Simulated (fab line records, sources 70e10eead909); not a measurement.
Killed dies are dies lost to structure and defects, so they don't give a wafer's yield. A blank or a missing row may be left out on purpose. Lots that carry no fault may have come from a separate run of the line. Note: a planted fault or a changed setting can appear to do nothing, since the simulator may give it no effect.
fab line records ; flow nand-harc
[record] lots = 13; wafers = 38; last-day = 25
route steps=1159 shown A_STAIRCASE@564 END@1159
lots that met no fault: from a run of the same line without faults
start-h: start of the lot's first displayed wafer, in hours after the record's first day ; wait-h: hours elapsed since this lot's preceding step ; " same as the row above ; L1.1+2: a single row standing in for several wafers ; - no value present, or no start provided ; * or withheld: withheld ; < > ~ a bound
route shown NAME@n: names a module that has steps shown in the file, with the first one's number in the route ; usual: average and standard deviation across the fault-free wafers ; same: alike in all rows ; chamber/n: place in a boat ; sites: readings site by site ; _std_site: their standard deviation ; _edge_site: outer sites' mean less inner sites' ; radius-mm: how far each site lies from the wafer's centre ; mask NAME#n: copy n ; behind: the tool/chamber that last shaped the wafer ; hold: cause of the lot's hold/its duration in hours/its outcome ; device: whichever transistor did not switch (one of n, p or np) ; end of line: tests run on the same wafers once the route is complete ; for a step that has no rows: nothing shown but its recipe ; killed: not the wafer's yield, but the dies lost to structure and defects at the first sort ; map: a wafer's dies, marking killed ones x, the rest . and places with no die _
set.NAME: the setting as run; set.NAME@STEP: as run at that earlier step ; model.NAME: the simulator's own value behind a step, which no gauge read
steps of the route over a sample of lots; a table a step, a row a wafer
services: when a tool's chamber went out of use (start-h, in hours from the record's first day, below 0 if earlier), for how many hours, and the reason
[[steps]]
[step NHARC_A_STAIRCASE_ETCH_27]
[recipe] target-depth-a = 1000; time-s = 40.5; ion-energy-ev = 400; c4f8-flow-sccm = 20; o2-flow-sccm = 10; ar-flow-sccm = withheld; rf-w = 600; bias-w = 1000; chemistry = C4F8/O2
[usual] bias-w = 1000.2/3; oes-product-au = 0.942/0.011; rf-vpp-V = 898/5.3; run-length-s = 61.8/0.33
lot.wafer;tool;chamber;start-h;wait-h;bias-w;oes-product-au;rf-hours-counter-h;rf-vpp-V;run-length-s
L796.4;rie-diel-05;3;-;-;996.9;0.955;32;901;61.8
L796.5;rie-diel-05;2;-;-;998.0;0.944;-;905;62.1
L796.6;rie-diel-05;3;-;-;999.4;0.957;-;901;61.9
L797.4;rie-diel-04;0;-;-;995.9;0.935;51;899;61.6
L797.1;rie-diel-04;1;-;-;997.8;0.941;56;890;61.9
L797.6;rie-diel-04;0;-;-;1001.7;0.924;-;902;62.2
L795.4;rie-diel-04;1;-;-;998.7;0.941;56;889;61.9
L795.3;rie-diel-04;2;-;-;996.7;0.929;55;895;61.8
L795.2;rie-diel-04;3;-;-;1000.3;0.939;39;899;61.8
L798.3;rie-diel-07;1;-;-;1001.9;0.943;10;889;62.1
L798.2;rie-diel-07;2;-;-;997.9;0.950;10;897;62.0
L798.6;rie-diel-07;1;-;-;1001.0;0.952;-;889;61.9
L799.1;rie-diel-04;1;-;-;997.2;0.924;61;888;61.5
L799.3;rie-diel-04;3;-;-;1000.0;0.934;44;900;61.6
L799.6;rie-diel-04;1;-;-;1002.0;0.912;-;888;61.8
L802.3;rie-diel-05;2;-;-;1005.1;0.931;42;905;61.8
L802.6;rie-diel-05;0;-;-;1001.0;0.923;-;902;61.6
L802.5;rie-diel-05;1;-;-;998.7;0.932;-;896;62.3
L803.1;rie-diel-05;2;-;-;998.4;0.951;48;904;62.1
L803.5;rie-diel-05;0;-;-;998.9;0.945;-;904;61.4
L803.6;rie-diel-05;1;-;-;1001.4;0.962;-;897;62.0
L804.5;rie-diel-07;2;-;-;998.1;0.937;-;897;62.1
L804.6;rie-diel-07;3;-;-;1000.9;0.942;-;906;61.9
L804.4;rie-diel-07;0;-;-;997.7;0.932;-;893;61.2
L807.1;rie-diel-04;0;-;-;1001.7;0.952;5;900;61.5
L807.4;rie-diel-04;2;-;-;1005.8;0.948;4;895;62.0
L807.5;rie-diel-04;0;-;-;1002.6;0.949;-;899;61.3
L809.4;rie-diel-05;1;-;-;1000.1;0.953;58;897;61.9
L809.3;rie-diel-05;3;-;-;1004.7;0.956;57;900;61.8
L809.5;rie-diel-05;1;-;-;997.6;0.955;-;895;62.1
L814.2;rie-diel-04;2;-;-;998.7;0.923;23;896;61.8
L814.4;rie-diel-04;0;-;-;1004.8;0.948;22;902;61.4
L815.1;rie-diel-07;2;-;-;1001.9;0.951;49;896;62.2
L815.2;rie-diel-07;0;-;-;1001.0;0.943;43;892;61.6
L815.4;rie-diel-07;1;-;-;998.4;0.949;38;887;62.2
L816.1;rie-diel-05;2;-;-;1005.2;0.948;9;906;62.3
L816.4;rie-diel-05;0;-;-;994.6;0.948;11;904;61.5
L816.3;rie-diel-05;1;-;-;1001.1;0.946;10;896;62.2
[step NHARC_A_STAIRCASE_STRIP_175]
[recipe] power-w = 1500; temp-c = 250; chemistry = O2
[usual] drypump-motor-current-A = 5.57/0.18; heater-power-w = 335/9.8
lot.wafer;tool;chamber;start-h;wait-h;drypump-motor-current-A;heater-power-w;rf-hours-counter-h
L796.4;plasma-asher-02;0;253.50;0.2;5.40;340;-
L796.5;plasma-asher-02;0;253.50;0.2;5.42;341;-
L796.6;plasma-asher-02;1;253.50;0.2;5.72;338;-
L797.1;plasma-asher-02;0;253.69;0.3;5.42;346;19
L797.4;plasma-asher-02;0;253.69;0.3;5.43;347;-
L797.6;plasma-asher-02;0;253.69;0.3;5.42;342;-
L795.2;plasma-asher-01;1;255.55;0.1;5.77;316;51
L795.3;plasma-asher-01;0;255.55;0.1;5.35;333;-
L795.4;plasma-asher-01;1;255.55;0.1;5.76;314;-
L798.2;plasma-asher-01;1;264.43;0.1;5.78;314;55
L798.3;plasma-asher-01;1;264.43;0.1;5.79;316;-
L798.6;plasma-asher-01;1;264.43;0.1;5.76;320;-
L799.1;plasma-asher-02;0;268.14;0.1;5.45;335;26
L799.3;plasma-asher-02;1;268.14;0.1;5.73;352;-
L799.6;plasma-asher-02;0;268.14;0.1;5.44;340;-
L802.3;plasma-asher-02;1;282.01;0.8;5.73;346;-
L802.5;plasma-asher-02;1;282.01;0.8;5.75;340;-
L802.6;plasma-asher-02;0;282.01;0.8;5.42;344;-
L803.1;plasma-asher-01;1;293.26;0.1;5.78;328;2
L803.5;plasma-asher-01;1;293.26;0.1;5.77;329;-
L803.6;plasma-asher-01;0;293.26;0.1;5.40;330;-
L804.4;plasma-asher-01;1;303.03;0.2;5.74;323;-
L804.6;plasma-asher-01;0;303.03;0.2;5.35;333;-
L804.5;plasma-asher-01;1;303.03;0.2;5.76;325;-
L807.1;plasma-asher-01;1;315.27;0.1;5.77;330;10
L807.4;plasma-asher-01;1;315.27;0.1;5.76;338;-
L807.5;plasma-asher-01;1;315.27;0.1;5.77;326;-
L809.3;plasma-asher-01;1;325.39;0.2;5.77;325;-
L809.4;plasma-asher-01;0;325.39;0.2;5.35;332;-
L809.5;plasma-asher-01;0;325.39;0.2;5.39;327;-
L814.2;plasma-asher-02;1;354.25;0.1;5.74;341;56
L814.4;plasma-asher-02;1;354.25;0.1;5.74;344;-
L815.2;plasma-asher-01;1;354.37;0.1;5.76;323;24
L815.1;plasma-asher-01;0;354.37;0.1;5.34;329;24
L815.4;plasma-asher-01;1;354.37;0.1;5.77;327;-
L816.1;plasma-asher-01;1;376.96;0.1;5.79;328;34
L816.4;plasma-asher-01;1;376.96;0.1;5.77;327;-
L816.3;plasma-asher-01;0;376.96;0.1;5.32;330;-
[step NHARC_A_STAIRCASE_ETCH_188]
[recipe] target-depth-a = 1000; time-s = 40.5; ion-energy-ev = 400; c4f8-flow-sccm = 20; o2-flow-sccm = 10; ar-flow-sccm = withheld; rf-w = 600; bias-w = 1000; chemistry = C4F8/O2
[usual] bias-w = 1000.0/2.9; oes-product-au = 0.937/0.014; rf-vpp-V = 897/5.5; run-length-s = 61.8/0.34
lot.wafer;tool;chamber;start-h;wait-h;bias-w;oes-product-au;rf-hours-counter-h;rf-vpp-V;run-length-s
L796.4;rie-diel-07;1;-;-;1001.1;0.945;7;889;62.1
L796.6;rie-diel-07;1;-;-;999.7;0.938;-;890;62.4
L796.5;rie-diel-07;2;-;-;1003.1;0.942;-;895;62.6
L797.4;rie-diel-05;3;-;-;997.7;0.970;32;899;62.2
L797.1;rie-diel-05;0;-;-;1001.8;0.957;32;904;61.5
L797.6;rie-diel-05;1;-;-;1001.9;0.958;-;897;62.4
L795.4;rie-diel-05;1;-;-;998.1;0.915;33;897;61.9
L795.2;rie-diel-05;2;-;-;999.3;0.924;34;904;61.6
L795.3;rie-diel-05;0;-;-;999.0;0.919;33;904;61.3
L798.2;rie-diel-05;2;-;-;1001.5;0.946;36;906;61.8
L798.3;rie-diel-05;3;-;-;998.3;0.971;37;901;61.7
L798.6;rie-diel-05;2;-;-;1002.8;0.939;-;905;61.8
L799.1;rie-diel-05;1;-;-;999.0;0.941;37;896;62.1
L799.3;rie-diel-05;2;-;-;998.0;0.939;37;905;61.6
L799.6;rie-diel-05;0;-;-;1002.3;0.944;-;903;61.4
L802.3;rie-diel-04;1;-;-;998.0;0.935;62;890;61.7
L802.6;rie-diel-04;0;-;-;995.7;0.925;-;900;61.9
L802.5;rie-diel-04;1;-;-;1002.0;0.934;-;888;61.8
L803.1;rie-diel-07;3;-;-;1003.4;0.943;16;906;62.0
L803.5;rie-diel-07;3;-;-;1001.8;0.934;-;906;61.9
L803.6;rie-diel-07;2;-;-;1000.1;0.936;-;895;62.1
L804.4;rie-diel-04;1;-;-;1001.1;0.970;2;888;61.5
L804.5;rie-diel-04;2;-;-;1001.9;0.953;-;896;62.0
L804.6;rie-diel-04;3;-;-;998.1;0.951;-;899;61.4
L807.1;rie-diel-04;2;-;-;1000.4;0.931;7;896;61.6
L807.4;rie-diel-04;0;-;-;998.5;0.943;7;898;61.5
L807.5;rie-diel-04;2;-;-;1000.7;0.915;-;894;62.6
L809.3;rie-diel-04;3;-;-;999.8;0.957;10;898;61.3
L809.4;rie-diel-04;0;-;-;997.8;0.956;10;900;61.7
L809.5;rie-diel-04;0;-;-;996.5;0.953;-;899;61.4
L814.4;rie-diel-07;0;-;-;996.4;0.940;43;892;61.5
L814.2;rie-diel-07;1;-;-;1002.5;0.954;38;888;62.1
L815.2;rie-diel-07;3;-;-;998.1;0.929;44;905;62.1
L815.4;rie-diel-07;0;-;-;997.1;0.915;43;895;61.6
L815.1;rie-diel-07;2;-;-;995.6;0.915;49;896;62.6
L816.4;rie-diel-05;2;-;-;1004.0;0.924;10;905;61.9
L816.1;rie-diel-05;3;-;-;999.7;0.919;11;901;62.4
L816.3;rie-diel-05;1;-;-;998.8;0.923;12;896;62.0
[step NHARC_A_STAIRCASE_ETCH_190]
[recipe] target-depth-a = 1000; time-s = 40.5; ion-energy-ev = 400; c4f8-flow-sccm = 20; o2-flow-sccm = 10; ar-flow-sccm = withheld; rf-w = 600; bias-w = 1000; chemistry = C4F8/O2
[usual] bias-w = 1000/3.3; oes-product-au = 0.940/0.011; rf-vpp-V = 897/5.7; run-length-s = 61.8/0.37
lot.wafer;tool;chamber;start-h;wait-h;bias-w;oes-product-au;rf-hours-counter-h;rf-vpp-V;run-length-s
L796.4;rie-diel-07;0;255.44;-;999;0.943;6;894;61.1
L796.5;rie-diel-07;0;255.44;-;998;0.932;-;894;61.6
L796.6;rie-diel-07;1;255.44;-;997;0.947;-;888;61.9
L797.1;rie-diel-05;1;255.76;-;1001;0.950;32;897;61.8
L797.4;rie-diel-05;3;255.76;-;1001;0.945;33;902;62.1
L797.6;rie-diel-05;1;255.76;-;997;0.956;-;898;61.9
L795.3;rie-diel-05;3;258.22;-;995;0.942;35;899;61.7
L795.2;rie-diel-05;0;258.22;-;1002;0.931;34;904;61.5
L795.4;rie-diel-05;1;258.22;-;1000;0.949;34;896;62.5
L798.3;rie-diel-05;3;266.24;-;1000;0.970;37;901;62.3
L798.2;rie-diel-05;1;266.24;-;1001;0.947;36;897;62.0
L798.6;rie-diel-05;0;266.24;-;1004;0.954;-;904;61.4
L799.3;rie-diel-05;2;270.22;-;999;0.943;38;905;61.9
L799.1;rie-diel-05;3;270.22;-;1001;0.952;38;900;61.7
L799.6;rie-diel-05;1;270.22;-;994;0.935;-;898;61.8
L802.3;rie-diel-04;1;283.85;-;1002;0.943;62;887;61.6
L802.6;rie-diel-04;2;283.85;-;1001;0.950;-;894;62.0
L802.5;rie-diel-04;3;283.85;-;1003;0.948;-;899;61.4
L803.1;rie-diel-07;2;295.47;-;991;0.924;21;896;62.2
L803.5;rie-diel-07;2;295.47;-;995;0.935;-;897;62.3
L803.6;rie-diel-07;3;295.47;-;997;0.947;-;905;62.1
L804.4;rie-diel-04;2;304.76;-;995;0.948;2;896;61.7
L804.5;rie-diel-04;0;304.76;-;1002;0.945;-;900;61.5
L804.6;rie-diel-04;1;304.76;-;998;0.957;-;889;61.6
L807.4;rie-diel-04;2;317.94;-;998;0.927;7;895;62.5
L807.1;rie-diel-04;3;317.94;-;1001;0.923;7;896;61.2
L807.5;rie-diel-04;2;317.94;-;1002;0.915;-;895;61.9
L809.4;rie-diel-04;3;327.20;-;1004;0.928;11;900;61.2
L809.3;rie-diel-04;0;327.20;-;999;0.962;10;899;61.9
L809.5;rie-diel-04;3;327.20;-;1007;0.937;-;897;61.6
L814.2;rie-diel-07;2;357.68;-;995;0.938;50;896;72.3
L814.4;rie-diel-07;3;357.68;-;999;0.926;45;907;61.9
L815.2;rie-diel-07;2;357.93;-;998;0.933;50;896;71.9
L815.4;rie-diel-07;3;357.93;-;1008;0.950;45;905;62.2
L815.1;rie-diel-07;0;357.93;-;1003;0.933;45;892;61.2
L816.3;rie-diel-05;3;380.23;-;996;0.937;11;900;62.1
L816.1;rie-diel-05;0;380.23;-;1003;0.930;13;903;61.3
L816.4;rie-diel-05;1;380.23;-;1006;0.931;12;896;61.9
[step NHARC_END_SORT_01]
[recipe] temp-c = 25
[usual] killed-at-array = 27/12; killed-at-other = 0.8/1; killed-at-periphery = 4.0/2.5; killed-dies = 32/11; killed-open = 3.3/1.8; killed-short = 2.0/1.5
[same] gross-dies = 677
lot.wafer;tool;chamber;start-h;wait-h;killed-at-array;killed-at-other;killed-at-periphery;killed-dies;killed-open;killed-short
L809.3;prober-01;0;534.68;3.1;19;3;2;24;5;1
L814.2;prober-02;0;558.39;2.8;293;1;2;296;1;4
L814.4;prober-02;0;559.97;3.4;40;1;1;42;2;0
L815.1;prober-01;0;559.59;2.5;34;0;0;34;1;1
L815.2;prober-01;0;560.38;2.8;355;3;1;359;3;1
L815.4;prober-01;0;561.97;3.4;39;1;4;44;5;2
// killed by level:class
L809.3 A_CHANNEL_HOLE_D1:chamber-film-flake=6 A_CHANNEL_FILL_D1:chamber-film-flake=4 A_BLC:geometric-particle:open=2 A_SLIT:chamber-film-flake=2 THIN_TSV:chamber-film-flake=2 A_CHANNEL_FILL_D1:geometric-particle:open=1 A_WL_FILL:geometric-particle:short=1 A_WL_FILL:geometric-particle:open=1
L814.2 A_STAIRCASE:area-etch=240 A_CHANNEL_HOLE_D1:chamber-film-flake=19 A_SLIT:chamber-film-flake=17 A_CONTACT:chamber-film-flake=7 A_STAIRCASE:chamber-film-flake=5 A_M0:geometric-particle:short=2 P_M0:geometric-particle:open=1 A_SOURCE_PLATE:geometric-particle:short=1
L815.1 A_CONTACT:chamber-film-flake=10 A_CHANNEL_HOLE_D1:chamber-film-flake=8 A_SLIT:chamber-film-flake=8 A_STAIRCASE:chamber-film-flake=6 A_CONTACT:geometric-particle:open=1 A_M0:geometric-particle:short=1
L814.4 A_CHANNEL_HOLE_D1:chamber-film-flake=21 A_SLIT:chamber-film-flake=13 A_STAIRCASE:chamber-film-flake=3 A_CONTACT:chamber-film-flake=3 P_CONTACT:geometric-particle:open=1 STARTING-WAFER:geometric-particle:open=1
L815.2 A_STAIRCASE:area-etch=329 A_SLIT:chamber-film-flake=12 A_CHANNEL_HOLE_D1:chamber-film-flake=4 A_STAIRCASE:chamber-film-flake=2 A_WL_FILL:chamber-film-flake=2 A_CONTACT:chamber-film-flake=2 THIN_TSV:chamber-film-flake=2 A_WL_FILL:geometric-particle:short=1
L815.4 A_SLIT:chamber-film-flake=16 A_CONTACT:chamber-film-flake=9 A_CHANNEL_HOLE_D1:chamber-film-flake=5 A_STAIRCASE:chamber-film-flake=4 A_M1:chamber-film-flake=2 P_STI:geometric-particle:short=1 P_GATE:geometric-particle:short=1 P_M0:geometric-particle:open=1
[[services]]
tool;chamber;start-h;hours;kind
rie-diel-05;0;246.77;-;clean
rie-diel-05;1;246.77;-;clean
rie-diel-05;2;246.77;-;clean
rie-diel-05;3;246.77;-;clean
rie-diel-05;0;250.14;1.2;repair
rie-diel-07;3;259.11;11.9;repair
rie-diel-07;0;266.82;8.3;repair
rie-diel-04;1;269.64;10.0;repair
rie-diel-05;0;271.51;-;clean
rie-diel-05;1;271.51;-;clean
rie-diel-05;2;271.51;-;clean
rie-diel-05;3;271.51;-;clean
plasma-asher-01;-;276.46;9.0;pm
rie-diel-07;1;284.16;23.1;repair
rie-diel-04;-;288.90;9.0;pm
rie-diel-05;0;296.06;-;clean
rie-diel-05;1;296.06;-;clean
rie-diel-05;2;296.06;-;clean
rie-diel-05;3;296.06;-;clean
rie-diel-05;0;320.56;-;clean
rie-diel-05;1;320.56;-;clean
rie-diel-05;2;320.56;-;clean
rie-diel-05;-;340.63;9.0;pm
plasma-asher-02;-;360.06;9.0;pm
[[key]]
[first-sign] step = NHARC_A_STAIRCASE_ETCH_190; reading = run-length-s; direction = up; sigmas = 28; usual = *; struck = *
[effect] step = NHARC_END_SORT_01; reading = killed-dies; direction = up; sigmas = 27; usual = 32; struck = 328
[more-kills-born-at] NHARC_A_STAIRCASE_ETCH_190@rie-diel-07 = 569
met-at NHARC_A_STAIRCASE_ETCH_190
struck-lots L814,L815
struck-wafers L814.2,L815.2
tester-left-out L814,L815
not-acting-at NHARC_A_STAIRCASE_ETCH_27,NHARC_A_STAIRCASE_STRIP_175,NHARC_A_STAIRCASE_ETCH_188
onset-between 295.47 357.68
[fault] kind = process-parameter-drift; tool = rie-diel-07; chamber = -; onset-h = 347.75; steps = NHARC_A_STAIRCASE_ETCH_190; channel = time-s; offset = *; shape = step; end-h = 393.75; scope = struck-wafers-only; acts-in = *; stated = *
// tester-left-out: of these lots the tester's yield and bins aren't shown, on N5 and GAA mostly nor the transistor test; their killed dies are dies lost to structure and defects alone, not to doping, threshold or leakage, so they don't give the yield
